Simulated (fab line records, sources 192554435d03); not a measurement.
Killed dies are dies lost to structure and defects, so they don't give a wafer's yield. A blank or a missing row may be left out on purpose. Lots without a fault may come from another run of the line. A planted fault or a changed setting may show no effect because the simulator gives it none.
Split-lot experiment | flow n5_finfet | 7 lots, 21 wafers read, on a route of 1938 steps

THE SPLIT
At N5_BEOL_M5_COAT_74 (time 60 s, resist thk 5 nm), the setting spin_rpm was moved away from the recipe's 1500 rpm on 5 of the 21 wafers read, by -8.6% to +9.9%. The other wafers ran this setting at the recipe's value.

FROM THE SPLIT TO THE READING: what the file shows between them, 3 steps
- N5_BEOL_M5_COAT_22: resist thk 30 nm
- N5_BEOL_M5_EBR_24
- N5_BEOL_M5_DESCUM_33: chemistry O2, time 7 s

THE READING
etch.depth_nm (the simulator's own value, which no gauge read), in nm, at N5_BEOL_M5_ETCH_75 (etches underlayer in N2/H2, target depth 6.5 nm, time 5.2 s). The file gives no usual value for it. The 16 wafers here that ran the recipe average 4.988 nm, standard deviation 0.0079 nm.

wafer  | tool, chamber at the split | spin_rpm as run, rpm | against the recipe | etch.depth_nm, nm | against lot-mates on the recipe
L078.3 | litho_track-01, 0          | 1500                 | recipe             | 5                 | -
L078.4 | litho_track-01, 0          | 1500                 | recipe             | 4.983             | -
L078.6 | litho_track-01, 0          | 1500                 | recipe             | 4.982             | -
L080.1 | litho_track-01, 0          | 1500                 | recipe             | 4.987             | -
L080.2 | litho_track-01, 0          | 1500                 | recipe             | 4.999             | -
L080.6 | litho_track-01, 0          | 1500                 | recipe             | 4.984             | -
L082.1 | litho_track-01, 0          | 1500                 | recipe             | 4.984             | -
L082.3 | litho_track-01, 0          | 1500                 | recipe             | 4.99              | -
L082.6 | litho_track-01, 0          | 1500                 | recipe             | 4.989             | -
L084.2 | litho_track-01, 0          | 1500                 | recipe             | 5.006             | -
L084.3 | litho_track-01, 0          | 1451                 | -3.3%              | 5.087             | +0.092
L084.4 | litho_track-01, 0          | 1500                 | recipe             | 4.983             | -
L087.2 | litho_track-04, 0          | 1649                 | +9.9%              | 4.758             | -0.219
L087.3 | litho_track-04, 0          | 1500                 | recipe             | 4.977             | -
L087.6 | litho_track-04, 0          | 1649                 | +9.9%              | 4.752             | -0.225
L093.1 | litho_track-04, 0          | 1371                 | -8.6%              | 5.214             | +0.231
L093.3 | litho_track-04, 0          | 1500                 | recipe             | 4.988             | -
L093.6 | litho_track-04, 0          | 1500                 | recipe             | 4.979             | -
L094.2 | litho_track-04, 0          | 1500                 | recipe             | 4.993             | -
L094.3 | litho_track-04, 0          | 1500                 | recipe             | 4.98              | -
L094.5 | litho_track-04, 0          | 1443                 | -3.8%              | 5.092             | +0.105

THE FIT
A straight line over all 21 wafers: etch.depth_nm changes by -0.0246 nm for each +1% of spin_rpm; r = -1.00; the points scatter about the line by 0.0096 nm.
The same after taking each lot's own level away (the mean of its wafers on the recipe; 21 wafers): -0.024 nm for each +1%; r = -0.99; scatter 0.01 nm.
On that fit, the largest move of spin_rpm shifts the reading by 0.24 nm.
The lots' own levels span 4.9770 to 4.9945 nm, that is 2.2 times the standard deviation above.
So the lot-to-lot level changes the slope little: the two slopes agree.
Check: with one of the wafers moved furthest among these (+9.9%) left out of the fit, the line predicts -0.243 nm for it against its lot-mates. It came out at -0.219 nm against them.

OTHER SPLITS ON THESE WAFERS
These wafers also went through other splits before the reading. Each is held against what the fit with the lots' levels taken away leaves over:
other split on the same wafers | wafers away from the commonest value | r with etch.depth_nm (lot level and that fit taken away)
N5_BEOL_M4_DEP_57 time_s       | 7                                    | +0.19
N5_BEOL_M5_COAT_65 spin_rpm    | 2                                    | -0.14

THE FILE'S OWN FIT
etch.depth_nm changes by -0.0247 nm for each +1% of spin_rpm, r = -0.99.
